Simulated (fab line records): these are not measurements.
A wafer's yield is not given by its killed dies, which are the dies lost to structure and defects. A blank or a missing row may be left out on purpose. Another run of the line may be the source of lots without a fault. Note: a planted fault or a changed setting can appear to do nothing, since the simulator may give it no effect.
A lot that was struck, set against a sound lot | flow n5-finfet | 37 out of 1938 route steps
Sound: these wafers, L991.3, L991.4, L991.5. Struck: wafer L995.1 (left out: L995.3, a lot-mate that was not struck); the cause follows at the end.
Per side, at each step with rows, come the tool, then ch with its chambers, and then its first start. Under that, the readings that differ: sound wafers | struck wafers | difference of the means | sigmas: that difference in standard deviations of wafers without a fault.
alike: readings whose means differ by less than 2 such deviations, and words and numbers that are the same on both sides. not compared: withheld readings, readings that some wafer has no value for, bounds like >300 that may hide the same value, and numbers for which the record gives no deviation and whose values overlap.
A row with sigmas, a row that says differs or no value, or rows on one side alone: a step with any of these is where the two part. When numbers do not overlap yet have no deviation, they are printed without sigmas and do not part them. A reading that every wafer of one side lacks parts them only if that side has two wafers or more.

first, 8 steps without rows for these wafers: N5_BEOL_M5_ANNEAL_51 (time 90 s); N5_BEOL_M5_CMP_52 (polishes, stops on SiCOH lowk, t overpolish 6.9 s, target thk 62 nm); N5_BEOL_M5_PRE_CLEAN_77 (time 15 s); N5_BEOL_M5_CO_CAP_78 (material Co, precursor CCTBA/H2, target thk 2 nm, time 102.1 s); N5_BEOL_M5_PRE_CLEAN_55 (time 15 s); N5_BEOL_M5_DEP_56 (deposits SiCN from 3MS/NH3, target thk 8 nm, time 14 s); N5_BEOL_M6_ILD_DEP_00 (deposits SiCOH lowk from DEMS/porogen, target thk 179.75 nm, time 33.4 s); N5_BEOL_M6_CURE_74 (cures SiCOH lowk, time 240 s).
N5_BEOL_M6_PECVD_70: deposits SiO2 from TEOS/O2, target thk 20 nm, time 22.7 s.
  sound on pecvd-04 ch 1,2, day 11 01:44; struck on pecvd-04 ch 1, day 12 02:02
  reading                                    | sound          | struck | difference | sigmas
  throttle-valve-pct (%)                     | 21.1 21.1 23.6 | 24.0   | +2.1       | +2
  model.SiO2_of_BEOL_M6_PECVD_70.thk-nm (nm) | 20 20.6 20.6   | 27.8   | +7.4       |
  alike: heater-power-outer-w, heater-power-w, showerhead-plenum-p-Torr
then, 25 steps without rows for these wafers: N5_BEOL_M6_HM_DEP_02 (deposits TiN, target thk 20 nm); N5_BEOL_M6_COAT_59 (time 60 s, resist thk 100 nm); N5_BEOL_M6_COAT_60 (time 60 s, resist thk 35 nm); N5_BEOL_M6_COAT_05 (resist thk 90 nm); N5_BEOL_M6_EBR_07; N5_BEOL_M6_SOFTBAKE_06 (time 60 s); N5_BEOL_M6_EXPOSE_08 (exposes mask M6); N5_BEOL_M6_PEB_09 (peb time 60 s); N5_BEOL_M6_DEVELOP_10 (develop time 30 s); N5_BEOL_M6_DESCUM_16 (chemistry O2, time 7.9 s); N5_BEOL_M6_ETCH_61 (etches SiARC in CF4, target depth 45.5 nm, time 75.8 s); N5_BEOL_M6_ETCH_62 (etches SOC in N2/H2, target depth 110 nm, overetch 22 nm, time 165 s); N5_BEOL_M6_STRIP_68 (strips in N2/H2); N5_BEOL_M6_STRIP_67 (strips in CF4); N5_BEOL_M6_HM_OPEN_17 (chemistry Cl2/BCl3, target TiN, target depth 20 nm, overetch 6 nm); N5_BEOL_M6_STRIP_19 (strips in O2); N5_BEOL_M6_COAT_63 (time 60 s, resist thk 60 nm); N5_BEOL_M6_COAT_64 (time 60 s, resist thk 12 nm); N5_BEOL_M6_COAT_71 (time 60 s, resist thk 5 nm); N5_BEOL_M6_COAT_22 (resist thk 30 nm); N5_BEOL_M6_EBR_24; N5_BEOL_M6_SOFTBAKE_23 (time 60 s); N5_BEOL_M6_EXPOSE_25 (exposes mask V5, target cd 40 nm); N5_BEOL_M6_PEB_26 (peb time 60 s); N5_BEOL_M6_DEVELOP_27 (develop time 30 s).
N5_BEOL_M6_HM_STRIP_39: strips TiN in peroxide tin strip, target depth 25 nm, time 158 s.
  sound on wet-bench-06 ch 0,1,5, day 11 08:03; struck on wet-bench-06 ch 4, day 12 06:25
  reading                                    | sound        | struck | difference | sigmas
  model.SiO2_of_BEOL_M6_PECVD_70.thk-nm (nm) | 20 20.4 20.4 | 27.6   | +7.3       |
  alike: bath-heat-duty-pct
N5_BEOL_M6_CMP_52: polishes, stops on SiCOH lowk, t overpolish 6.9 s, target thk 80 nm.
  sound on cmp-02 ch 0,1, day 11 11:19; struck on cmp-03 ch 2, day 12 10:31
  reading                      | sound          | struck | difference | sigmas
  barrier-field-endpoint-s (s) | 29.7 29.4 31.1 | 38.5   | +8.4       | +12
  alike: motor-current-A, slurry-flow-ml-min
then, 1 step without rows for these wafers: N5_PASSIVATION_PROBE_49.

== WHERE THEY PART ==
Earliest at N5_BEOL_M6_PECVD_70; latest, in this record, at N5_BEOL_M6_CMP_52.

WHY: what the simulator had put in
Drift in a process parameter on pecvd-04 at N5_BEOL_M6_PECVD_70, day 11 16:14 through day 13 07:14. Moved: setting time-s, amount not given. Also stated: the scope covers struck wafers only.
